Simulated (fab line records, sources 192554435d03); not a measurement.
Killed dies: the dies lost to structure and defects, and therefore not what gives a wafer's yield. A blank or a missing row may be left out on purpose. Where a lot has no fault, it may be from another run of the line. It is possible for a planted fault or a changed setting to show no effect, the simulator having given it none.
Matching of chambers / flow n5_finfet / N5_BEOL_M1_PECVD_72 on pecvd-04 has 3 sister chambers
The step deposits SiO2 from TEOS/O2, target thk 16 nm, time 18 s. 18 wafers are shown with their chamber, then 9 later ones without.

WAFERS WITH THEIR CHAMBER
wafer=L076.3; chamber=0; throttle_valve_pct (%)=21.0; showerhead_plenum_p_Torr (Torr)=8.90; heater_power_w (W)=608
wafer=L076.5; chamber=1; throttle_valve_pct (%)=23.0; showerhead_plenum_p_Torr (Torr)=8.83; heater_power_w (W)=842
wafer=L076.6; chamber=2; throttle_valve_pct (%)=20.6; showerhead_plenum_p_Torr (Torr)=8.81; heater_power_w (W)=765
wafer=L077.1; chamber=0; throttle_valve_pct (%)=21.0; showerhead_plenum_p_Torr (Torr)=8.90; heater_power_w (W)=730
wafer=L077.2; chamber=2; throttle_valve_pct (%)=20.3; showerhead_plenum_p_Torr (Torr)=8.83; heater_power_w (W)=695
wafer=L077.6; chamber=0; throttle_valve_pct (%)=21.0; showerhead_plenum_p_Torr (Torr)=8.88; heater_power_w (W)=749
wafer=L079.2; chamber=1; throttle_valve_pct (%)=23.2; showerhead_plenum_p_Torr (Torr)=8.82; heater_power_w (W)=845
wafer=L079.3; chamber=1; throttle_valve_pct (%)=23.0; showerhead_plenum_p_Torr (Torr)=8.83; heater_power_w (W)=811
wafer=L079.6; chamber=1; throttle_valve_pct (%)=23.0; showerhead_plenum_p_Torr (Torr)=8.83; heater_power_w (W)=828
wafer=L082.4; chamber=1; throttle_valve_pct (%)=22.8; showerhead_plenum_p_Torr (Torr)=8.83; heater_power_w (W)=749
wafer=L082.5; chamber=2; throttle_valve_pct (%)=20.7; showerhead_plenum_p_Torr (Torr)=8.83; heater_power_w (W)=778
wafer=L082.6; chamber=0; throttle_valve_pct (%)=21.2; showerhead_plenum_p_Torr (Torr)=8.89; heater_power_w (W)=614
wafer=L083.3; chamber=1; throttle_valve_pct (%)=23.0; showerhead_plenum_p_Torr (Torr)=8.84; heater_power_w (W)=865
wafer=L083.4; chamber=1; throttle_valve_pct (%)=22.9; showerhead_plenum_p_Torr (Torr)=8.84; heater_power_w (W)=883
wafer=L083.6; chamber=2; throttle_valve_pct (%)=20.7; showerhead_plenum_p_Torr (Torr)=8.82; heater_power_w (W)=706
wafer=L086.1; chamber=1; throttle_valve_pct (%)=23.0; showerhead_plenum_p_Torr (Torr)=8.82; heater_power_w (W)=843
wafer=L086.2; chamber=2; throttle_valve_pct (%)=20.7; showerhead_plenum_p_Torr (Torr)=8.81; heater_power_w (W)=778
wafer=L086.3; chamber=0; throttle_valve_pct (%)=21.0; showerhead_plenum_p_Torr (Torr)=8.88; heater_power_w (W)=750

SIGNATURES, as means of the wafers listed above
reading=throttle_valve_pct; chamber 0=21.040; chamber 1=22.988; chamber 2=20.600; scatter within a chamber=0.127
reading=showerhead_plenum_p_Torr; chamber 0=8.8900; chamber 1=8.8300; chamber 2=8.8200; scatter within a chamber=0.00894
reading=heater_power_w; chamber 0=690.20; chamber 1=833.25; chamber 2=744.40; scatter within a chamber=51.1
Rule: a wafer lies at a distance from a chamber equal to the root of the sum of squares, over the readings, of (its reading less the chamber's mean, divided by the reading's scatter). The wafer belongs to the nearest chamber; if the next one is less than 2 further off, it can't be placed. How the scatter is found: for the shown wafers, subtract from each reading the mean of its chamber, square and add these, divide the total by (wafers less chambers), then take the root.

WAFERS WITH NO CHAMBER GIVEN
wafer=L089.3; throttle_valve_pct (%)=21.3; showerhead_plenum_p_Torr (Torr)=8.87; heater_power_w (W)=702
wafer=L089.4; throttle_valve_pct (%)=20.9; showerhead_plenum_p_Torr (Torr)=8.82; heater_power_w (W)=698
wafer=L089.6; throttle_valve_pct (%)=22.8; showerhead_plenum_p_Torr (Torr)=8.82; heater_power_w (W)=804
wafer=L092.1; throttle_valve_pct (%)=21.3; showerhead_plenum_p_Torr (Torr)=8.91; heater_power_w (W)=705
wafer=L092.2; throttle_valve_pct (%)=23.1; showerhead_plenum_p_Torr (Torr)=8.82; heater_power_w (W)=902
wafer=L092.5; throttle_valve_pct (%)=21.1; showerhead_plenum_p_Torr (Torr)=8.86; heater_power_w (W)=695
wafer=L097.2; throttle_valve_pct (%)=23.2; showerhead_plenum_p_Torr (Torr)=8.84; heater_power_w (W)=863
wafer=L097.3; throttle_valve_pct (%)=20.9; showerhead_plenum_p_Torr (Torr)=8.83; heater_power_w (W)=763
wafer=L097.5; throttle_valve_pct (%)=21.0; showerhead_plenum_p_Torr (Torr)=8.84; heater_power_w (W)=759

WHICH CHAMBER EACH ONE RAN IN
wafer=L089.3; from the rows above=0; in truth=0
wafer=L089.4; from the rows above=2; in truth=2
wafer=L089.6; from the rows above=1; in truth=1
wafer=L092.1; from the rows above=0; in truth=0
wafer=L092.2; from the rows above=1; in truth=1
wafer=L092.5; from the rows above=0; in truth=0
wafer=L097.2; from the rows above=1; in truth=1
wafer=L097.3; from the rows above=2; in truth=2
wafer=L097.5; from the rows above=can't be placed: 2 or 0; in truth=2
Placed correctly: 8 of 9. These rows do not allow placing 1 (true chamber among the candidates in 1). Placed wrongly: 0.
